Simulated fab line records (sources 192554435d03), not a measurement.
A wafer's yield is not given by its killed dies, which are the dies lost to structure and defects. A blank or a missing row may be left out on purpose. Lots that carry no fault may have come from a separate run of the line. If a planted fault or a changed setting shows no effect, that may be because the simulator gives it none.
Matching of chambers | flow n5Finfet | pecvd-04 running N5_BEOL_M6_ILD_DEP_00: 3 sister chambers
The step deposits SiCOH lowk from DEMS/porogen, target thk 179.75 nm, time 33.4 s. 14 wafers are shown with their chamber, then 7 later ones without.

## EACH WAFER AND ITS CHAMBER
wafer  | chamber | showerheadPlenumPTorr (Torr) | throttleValvePct (%) | heaterPowerW (W)
L074.1 | 2       | 5.727                        | 16.3                 | 218
L074.4 | 1       | 5.742                        | 13.9                 | 230
L074.5 | 2       | 5.735                        | 16.6                 | 163
L075.3 | 1       | 5.750                        | 13.8                 | 245
L075.5 | 1       | 5.731                        | 13.8                 | 249
L075.6 | 0       | 5.697                        | 14.4                 | 228
L078.1 | 1       | 5.745                        | 13.9                 | 254
L078.4 | 0       | 5.683                        | 14.3                 | 206
L078.5 | 1       | 5.744                        | 13.5                 | 196
L079.2 | 0       | 5.687                        | 14.4                 | 247
L079.4 | 2       | 5.728                        | 12.2                 | 231
L079.6 | 1       | 5.731                        | 14.2                 | 234
L082.2 | 1       | 5.748                        | 14.1                 | 210
L082.4 | 0       | 5.691                        | 14.3                 | 263

SIGNATURES (averages over the wafers above)
reading               | chamber 0 | chamber 1 | chamber 2 | scatter within a chamber
showerheadPlenumPTorr | 5.68950   | 5.74157   | 5.73000   | 0.00673
throttleValvePct      | 14.350    | 13.886    | 15.033    | 1.06
heaterPowerW          | 236.00    | 231.14    | 204.00    | 25.5
Rule: distance of a wafer from a chamber = root of the sum over the readings of ((wafer's reading minus chamber's mean) / reading's scatter) squared. If the next closest chamber is less than 2 further off than the closest, the wafer can't be placed; otherwise it belongs to the closest. The scatter: take each reading less its chamber's mean, square it, sum over the shown wafers, divide by the number of wafers less the number of chambers, and take the root.

## WAFERS WITHOUT THEIR CHAMBER
wafer  | showerheadPlenumPTorr (Torr) | throttleValvePct (%) | heaterPowerW (W)
L082.5 | 5.744                        | 12.4                 | 188
L084.1 | 5.739                        | 13.9                 | 238
L084.4 | 5.745                        | 14.1                 | 259
L084.5 | 5.732                        | 12.4                 | 178
L093.1 | 5.737                        | 13.9                 | 238
L093.4 | 5.723                        | 12.5                 | 181
L093.6 | 5.689                        | 14.5                 | 238

## WHICH CHAMBER EACH ONE RAN IN
wafer  | from the rows above     | in truth
L082.5 | can't be placed: 1 or 2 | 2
L084.1 | can't be placed: 1 or 2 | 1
L084.4 | 1                       | 1
L084.5 | can't be placed: 2 or 1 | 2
L093.1 | can't be placed: 1 or 2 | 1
L093.4 | can't be placed: 2 or 1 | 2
L093.6 | 0                       | 0
2 of 7 placed correctly. Unplaceable from these rows: 5, with the true chamber sitting among the candidates in 5. 0 placed wrongly.
